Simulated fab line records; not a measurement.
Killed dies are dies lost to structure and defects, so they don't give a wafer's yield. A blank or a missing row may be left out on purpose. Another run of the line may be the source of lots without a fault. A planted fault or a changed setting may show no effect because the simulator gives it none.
Split-lot study | flow n5-finfet | 39 wafers read across 7 lots, on a route 1938 steps long

## THE SPLIT
At N5_HKMG_FIN_CVD_62 (deposits a-Si from Si2H6, target thk 3 nm, time 20.8 s), the setting temp-c was moved away from the recipe's 500 C on 12 of the 39 wafers read, by -4.3% to +4.3%. This setting was run at the recipe's value on the other wafers.

Reading taken at the split's own step.

## THE READING
a-Si_of_HKMG_FIN_CVD_62.thk-nm (the simulator's own value, which no gauge read), in nm, at N5_HKMG_FIN_CVD_62 (deposits a-Si from Si2H6, target thk 3 nm, time 20.8 s). The file does not state a usual value for it. The 27 wafers here that ran the recipe average 3.0 nm, standard deviation 0.13 nm.

wafer  | tool, chamber at the split   | temp-c as run, C | against the recipe | a-Si_of_HKMG_FIN_CVD_62.thk-nm, nm | against lot-mates on the recipe
L083.1 | thermal-cvd-si-01, 1,2,2,1   | 500              | recipe             | 3                                  | -
L083.2 | thermal-cvd-si-01, 1,2,2,1   | 500              | recipe             | 3                                  | -
L083.5 | thermal-cvd-si-01, 1,2,2,1   | 500              | recipe             | 3                                  | -
L083.6 | thermal-cvd-si-01, 1,2,2,1   | 500              | recipe             | 3                                  | -
L083.3 | thermal-cvd-si-01, 0         | 500              | recipe             | 2.8                                | -
L083.4 | thermal-cvd-si-01, 0         | 500              | recipe             | 2.8                                | -
L084.1 | thermal-cvd-si-02, 0         | 500              | recipe             | 3                                  | -
L084.2 | thermal-cvd-si-02, 2         | 500              | recipe             | 2.8                                | -
L084.4 | thermal-cvd-si-02, 2         | 500              | recipe             | 2.8                                | -
L084.3 | thermal-cvd-si-02, 1         | 482.1            | -3.6%              | 1.6                                | -1.3
L084.5 | thermal-cvd-si-02, 1         | 482.1            | -3.6%              | 1.6                                | -1.3
L084.6 | thermal-cvd-si-02, 0         | 482.1            | -3.6%              | 1.8                                | -1.1
L087.1 | thermal-cvd-si-01, 0         | 521.7            | +4.3%              | 5.2                                | +2.2
L087.2 | thermal-cvd-si-01, 1,2,1     | 500              | recipe             | 3                                  | -
L087.5 | thermal-cvd-si-01, 1,2,1     | 500              | recipe             | 3                                  | -
L087.6 | thermal-cvd-si-01, 1,2,1     | 500              | recipe             | 3                                  | -
L087.3 | thermal-cvd-si-01, 2         | 521.7            | +4.3%              | 5.6                                | +2.6
L087.4 | thermal-cvd-si-01, 0         | 521.7            | +4.3%              | 5.4                                | +2.4
L088.1 | thermal-cvd-si-02, 2,1       | 487.8            | -2.4%              | 2                                  | -0.9
L088.2 | thermal-cvd-si-02, 2,1       | 487.8            | -2.4%              | 2                                  | -0.9
L088.3 | thermal-cvd-si-02, 0,1       | 500              | recipe             | 2.8                                | -
L088.4 | thermal-cvd-si-02, 0,1       | 500              | recipe             | 2.8                                | -
L088.5 | thermal-cvd-si-02, 0         | 500              | recipe             | 3                                  | -
L088.6 | thermal-cvd-si-02, 2         | 487.8            | -2.4%              | 1.8                                | -1.1
L089.1 | thermal-cvd-si-01, 0,1,1,2,0 | 500              | recipe             | 3                                  | -
L089.3 | thermal-cvd-si-01, 0,1,1,2,0 | 500              | recipe             | 3                                  | -
L089.4 | thermal-cvd-si-01, 0,1,1,2,0 | 500              | recipe             | 3                                  | -
L089.5 | thermal-cvd-si-01, 0,1,1,2,0 | 500              | recipe             | 3                                  | -
L089.6 | thermal-cvd-si-01, 0,1,1,2,0 | 500              | recipe             | 3                                  | -
L089.2 | thermal-cvd-si-01, 2         | 500              | recipe             | 3.2                                | -
L095.1 | thermal-cvd-si-01, 1         | 478.4            | -4.3%              | 1.6                                | -1.4
L095.4 | thermal-cvd-si-01, 1         | 478.4            | -4.3%              | 1.6                                | -1.4
L095.2 | thermal-cvd-si-01, 2         | 500              | recipe             | 3.2                                | -
L095.3 | thermal-cvd-si-01, 0         | 500              | recipe             | 3                                  | -
L095.5 | thermal-cvd-si-01, 2         | 478.4            | -4.3%              | 1.8                                | -1.2
L095.6 | thermal-cvd-si-01, 0         | 500              | recipe             | 2.8                                | -
L097.1 | thermal-cvd-si-01, 2         | 500              | recipe             | 3.2                                | -
L097.3 | thermal-cvd-si-01, 0,1       | 500              | recipe             | 2.8                                | -
L097.6 | thermal-cvd-si-01, 0,1       | 500              | recipe             | 2.8                                | -
Rows listing several chambers each stand for several wafers; the file does not say which wafer went through which chamber.

THE FIT
A straight line over all 39 wafers: a-Si_of_HKMG_FIN_CVD_62.thk-nm changes by +0.425 nm for each +1% of temp-c; r = +0.96; the points scatter about the line by 0.25 nm.
The same after taking each lot's own level away (the mean of its wafers on the recipe; 39 wafers): +0.416 nm for each +1%; r = +0.97; scatter 0.23 nm.
According to that fit, moving temp-c by its largest amount changes the reading by 1.8 nm.
The lots' own levels span 2.87 to 3.03 nm, that is 1.3 times the standard deviation above.
The two slopes agree, so the slope changes little with the lot-to-lot level.
Check: for one of the wafers moved furthest among these (+4.3%), held out of the fit, the line's prediction against its lot-mates is +1.86 nm. It came out at +2.2 nm against them.

## ADDITIONAL SPLITS CARRIED BY THESE WAFERS
Before the reading, these wafers also passed through other splits. Each is held against what the fit with the lots' levels taken away leaves over:
other split on the same wafers          | wafers away from the commonest value | r with a-Si_of_HKMG_FIN_CVD_62.thk-nm (lot level and that fit taken away)
N5_WELL_APT_IMPLANT_15 energy-kev       | 9                                    | +0.01
N5_FIN_SAQP_HM_DEP_72 time-s            | 12                                   | +0.08
N5_FIN_SAQP_SPACER1_ALD_24 ald-cycles   | 12                                   | -0.02
N5_SD_EPI_N_LINER_46 target-thk-a       | 15                                   | +0.18
N5_SD_EPI_P_SD_RECESS_17 target-depth-a | 12                                   | -0.01

## FILE'S OWN FIT
a-Si_of_HKMG_FIN_CVD_62.thk-nm changes by +0.404 nm for each +1% of temp-c, r = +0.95.
